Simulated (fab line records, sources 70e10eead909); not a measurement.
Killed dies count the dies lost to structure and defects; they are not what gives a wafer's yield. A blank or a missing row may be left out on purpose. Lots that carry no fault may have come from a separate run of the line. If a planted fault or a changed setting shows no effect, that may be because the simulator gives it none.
Which of the tools did it? | flow nand_harc | Sampling: 24 lots, 72 wafers, 4 of 1302 route steps

## WHAT EACH GAUGE READ, for each wafer
NHARC_A_CONTACT_INSPECT_71. Usual: raw_defect_count reads 90 (standard deviation 38).
lot  | measured     | on                | raw_defect_count | flag
L074 | day 21 16:54 | defect_inspect-02 | 97 115 124       |
L077 | day 22 08:00 | defect_inspect-02 | 22 23 18         |
L076 | day 22 11:46 | defect_inspect-02 | 99 95 108        |
L075 | day 22 18:07 | defect_inspect-02 | 101 92 91        |
L078 | day 23 08:35 | defect_inspect-01 | 91 75 71         |
L079 | day 23 12:19 | defect_inspect-02 | 161 148 142      |
L081 | day 24 03:35 | defect_inspect-01 | 113 135 113      |
L080 | day 24 05:16 | defect_inspect-02 | 77 72 65         |
L083 | day 25 01:34 | defect_inspect-02 | 126 147 119      |
L082 | day 25 01:43 | defect_inspect-01 | 66 64 75         |
L084 | day 26 01:24 | defect_inspect-02 | 119 109 125      |
L085 | day 26 01:41 | defect_inspect-02 | 41 40 46         |
L086 | day 27 00:44 | defect_inspect-02 | 64 70 71         |
L087 | day 27 07:44 | defect_inspect-01 | 106 106 113      |
L089 | day 28 00:03 | defect_inspect-01 | 148 140 137      |
L088 | day 28 01:48 | defect_inspect-01 | 19 14 19         |
L091 | day 28 10:32 | defect_inspect-01 | 99 94 104        |
L092 | day 28 11:14 | defect_inspect-02 | 97 109 115       |
L090 | day 28 13:09 | defect_inspect-01 | 74 68 57         |
L093 | day 29 18:02 | defect_inspect-02 | 175 138 149      |
L094 | day 30 00:00 | defect_inspect-02 | 140 111 129      |
L095 | day 30 09:41 | defect_inspect-02 | 28 34 27         |
L097 | day 31 13:06 | defect_inspect-02 | 54 60 61         |
L096 | day 31 13:15 | defect_inspect-01 | 98 87 85         |

NHARC_A_CONTACT_INSPECT_10. Usual: raw_defect_count reads 92 (standard deviation 39).
lot  | measured     | on                | raw_defect_count | flag
L074 | day 22 04:21 | defect_inspect-01 | 96 111 126       |
L077 | day 22 19:20 | defect_inspect-02 | 20 25 20         |
L076 | day 22 22:50 | defect_inspect-02 | 101 97 113       |
L075 | day 23 03:17 | defect_inspect-01 | 97 100 95        |
L078 | day 23 18:45 | defect_inspect-01 | 88 78 67         |
L079 | day 23 20:35 | defect_inspect-02 | 161 151 148      |
L081 | day 24 16:20 | defect_inspect-01 | 114 135 115      |
L080 | day 24 16:57 | defect_inspect-01 | 77 74 64         |
L083 | day 25 09:44 | defect_inspect-02 | 131 158 124      |
L082 | day 25 10:11 | defect_inspect-01 | 66 61 72         |
L084 | day 26 09:11 | defect_inspect-01 | 114 108 122      |
L085 | day 26 12:25 | defect_inspect-01 | 39 42 39         |
L086 | day 27 11:56 | defect_inspect-01 | 63 74 72         |
L087 | day 27 16:15 | defect_inspect-01 | 102 113 116      |
L089 | day 28 12:56 | defect_inspect-02 | 155 143 135      |
L088 | day 28 16:39 | defect_inspect-01 | 17 17 20         |
L091 | day 28 20:05 | defect_inspect-02 | 95 95 100        |
L092 | day 28 21:14 | defect_inspect-01 | 98 112 117       |
L090 | day 28 23:46 | defect_inspect-02 | 73 67 60         |
L093 | day 30 03:07 | defect_inspect-01 | 180 143 148      |
L094 | day 30 08:41 | defect_inspect-01 | 132 115 131      |
L095 | day 30 17:28 | defect_inspect-01 | 32 42 33         |
L097 | day 31 23:06 | defect_inspect-02 | 56 62 62         |
L096 | day 32 00:07 | defect_inspect-02 | 102 90 89        |

## WHAT TOOL EACH LOT RAN ON (gives the tool, then ch and the chambers of the sampled wafers, and finally the start)
lot  | NHARC_A_CONTACT_ETCH_130             | NHARC_A_CONTACT_ETCH_97
L074 | har_cap_etch-02 ch 0,1, day 21 20:15 | rie_diel-13 ch 0,1,3, day 22 04:21 or earlier
L077 | har_cap_etch-02 ch 0,1, day 22 11:01 | rie_diel-13 ch 1,2,3, day 22 19:20 or earlier
L076 | har_cap_etch-01 ch 0,1, day 22 14:32 | rie_diel-08 ch 0,2, day 22 22:50 or earlier
L075 | har_cap_etch-02 ch 0,1, day 22 20:50 | rie_diel-04 ch 2,3, day 23 03:17 or earlier
L078 | har_cap_etch-01 ch 0,1, day 23 11:35 | rie_diel-08 ch 0,1, day 23 18:45 or earlier
L079 | har_cap_etch-03 ch 0,1, day 23 15:04 | rie_diel-13 ch 0,1,3, day 23 20:35 or earlier
L081 | har_cap_etch-01 ch 0,1, day 24 06:16 | rie_diel-13 ch 0,2,3, day 24 16:20 or earlier
L080 | har_cap_etch-02 ch 0,1, day 24 08:44 | rie_diel-13 ch 2,3, day 24 16:57 or earlier
L083 | har_cap_etch-02 ch 0,1, day 25 04:35 | rie_diel-13 ch 1,2,3, day 25 09:44 or earlier
L082 | har_cap_etch-03 ch 0,1, day 25 04:51 | rie_diel-08 ch 1,2, day 25 10:11 or earlier
L084 | har_cap_etch-02 ch 0,1, day 26 04:07 | rie_diel-13 ch 1,3, day 26 09:11 or earlier
L085 | har_cap_etch-01 ch 0,1, day 26 05:19 | rie_diel-04 ch 2,3, day 26 12:25 or earlier
L086 | har_cap_etch-02 ch 0,1, day 27 03:28 | rie_diel-04 ch 0,1,3, day 27 11:56 or earlier
L087 | har_cap_etch-01 ch 0,1, day 27 10:26 | rie_diel-04 ch 0,2,3, day 27 16:15 or earlier
L089 | har_cap_etch-02 ch 0, day 28 02:46   | rie_diel-13 ch 0,2, day 28 12:56 or earlier
L088 | har_cap_etch-01 ch 0, day 28 04:31   | rie_diel-08 ch 2,3, day 28 16:39 or earlier
L091 | har_cap_etch-03 ch 0, day 28 13:14   | rie_diel-08 ch 1,3, day 28 20:05 or earlier
L092 | har_cap_etch-02 ch 0,1, day 28 13:59 | rie_diel-13 ch 0,1, day 28 21:14 or earlier
L090 | har_cap_etch-03 ch 0,1, day 28 16:14 | rie_diel-04 ch 2,3, day 28 23:46 or earlier
L093 | har_cap_etch-02 ch 0,1, day 29 21:08 | rie_diel-13 ch 0,1,2, day 30 03:07 or earlier
L094 | har_cap_etch-03 ch 0,1, day 30 03:37 | rie_diel-04 ch 0,1,2, day 30 08:41 or earlier
L095 | har_cap_etch-03 ch 0,1, day 30 12:25 | rie_diel-04 ch 0,1,3, day 30 17:28 or earlier
L097 | har_cap_etch-03 ch 0,1, day 31 15:52 | rie_diel-13 ch 0,1,3, day 31 23:06 or earlier
L096 | har_cap_etch-02 ch 0,1, day 31 16:01 | rie_diel-13 ch 0,1, day 32 00:07 or earlier
- NHARC_A_CONTACT_ETCH_130: etches the open film in C4F8/O2/Ar, time 197 s, target depth 1918 nm.
- NHARC_A_CONTACT_ETCH_97: etches the open film in C4F6/O2, target depth 20 nm, time 10 s.

## WHAT THE TOOLS THEMSELVES READ (means of the sampled wafers that have a number; where no wafer has one, the mark that the record gives instead)
NHARC_A_CONTACT_ETCH_97. Usual: drypump_motor_current_A 5.8 A, standard deviation 0.46; oes_product_au 0.954 a.u., standard deviation 0.019; rf_vpp_V 547.4 V, standard deviation 3; showerhead_plenum_p_Torr 3.95 Torr, standard deviation 0.14; throttle_valve_pct 26.903 %, standard deviation 0.0094.
lot  | tool        | drypump_motor_current_A (A) | oes_product_au (a.u.) | rf_vpp_V (V) | showerhead_plenum_p_Torr (Torr) | throttle_valve_pct (%) | flag
L074 | rie_diel-13 | 5.8                         | 0.938                 | 548.5        | 3.99                            | 26.910                 |
L077 | rie_diel-13 | 5.4                         | 0.986                 | 547.7        | 3.95                            | 26.905                 |
L076 | rie_diel-08 | 5.8                         | 0.964                 | 547.3        | 3.93                            | 26.903                 |
L075 | rie_diel-04 | 5.8                         | 0.960                 | 543.7        | 3.76                            | 26.906                 |
L078 | rie_diel-08 | 6.1                         | 0.946                 | 548.7        | 4.01                            | 26.909                 |
L079 | rie_diel-13 | 5.9                         | 0.949                 | 547.3        | 3.99                            | 26.904                 |
L081 | rie_diel-13 | 5.4                         | 0.955                 | 547.6        | 3.96                            | 26.905                 |
L080 | rie_diel-13 | 5.2                         | 0.928                 | 548.5        | 4.00                            | 26.906                 |
L083 | rie_diel-13 | 5.4                         | 0.950                 | 547.4        | 3.94                            | 26.912                 |
L082 | rie_diel-08 | 5.8                         | 0.939                 | 549.9        | 4.07                            | 26.904                 |
L084 | rie_diel-13 | 5.8                         | 0.980                 | 547.4        | 3.96                            | 26.897                 |
L085 | rie_diel-04 | 6.0                         | 1.007                 | 545.7        | 3.83                            | 26.905                 |
L086 | rie_diel-04 | 6.1                         | 0.960                 | 548.8        | 3.98                            | 26.903                 |
L087 | rie_diel-04 | 6.0                         | 0.950                 | 546.8        | 3.91                            | 26.901                 |
L089 | rie_diel-13 | 5.7                         | 0.947                 | 546.5        | 3.90                            | 26.898                 |
L088 | rie_diel-08 | 5.7                         | 0.950                 | 548.1        | 3.98                            | 26.902                 |
L091 | rie_diel-08 | 5.9                         | 0.949                 | 551.2        | 4.14                            | 26.901                 |
L092 | rie_diel-13 | 6.1                         | 0.941                 | 547.2        | 3.92                            | 26.912                 |
L090 | rie_diel-04 | 5.9                         | 0.945                 | 545.4        | 3.82                            | 26.908                 |
L093 | rie_diel-13 | 5.7                         | 0.948                 | 546.4        | 3.88                            | 26.897                 |
L094 | rie_diel-04 | 5.9                         | 0.956                 | 545.7        | 3.88                            | 26.906                 |
L095 | rie_diel-04 | 6.1                         | 0.957                 | 548.2        | 3.96                            | 26.902                 |
L097 | rie_diel-13 | 5.8                         | 0.948                 | 548.3        | 3.97                            | 26.899                 |
L096 | rie_diel-13 | 6.1                         | 0.933                 | 545.9        | 3.91                            | 26.901                 |

## THE ANSWER, worked out from the rows above alone
Rule: take the mean of a lot's wafers that have a number; if it is more than 3 standard deviations from the usual mean, the lot is off. Also off: a lot with no number at a reading for which 4 or more lots have one. All remaining lots with rows at the step are treated as sound. The gauges are gone through in route order, then the tools' own readings, and for those a lot's mean is taken as printed above. At the first step where some lot is off, the reading lying furthest off is the one used; lots without a number count as furthest.
None of the lots is off at any reading shown; this tells nothing.

## WHAT HAD BEEN PUT IN BY THE SIMULATOR
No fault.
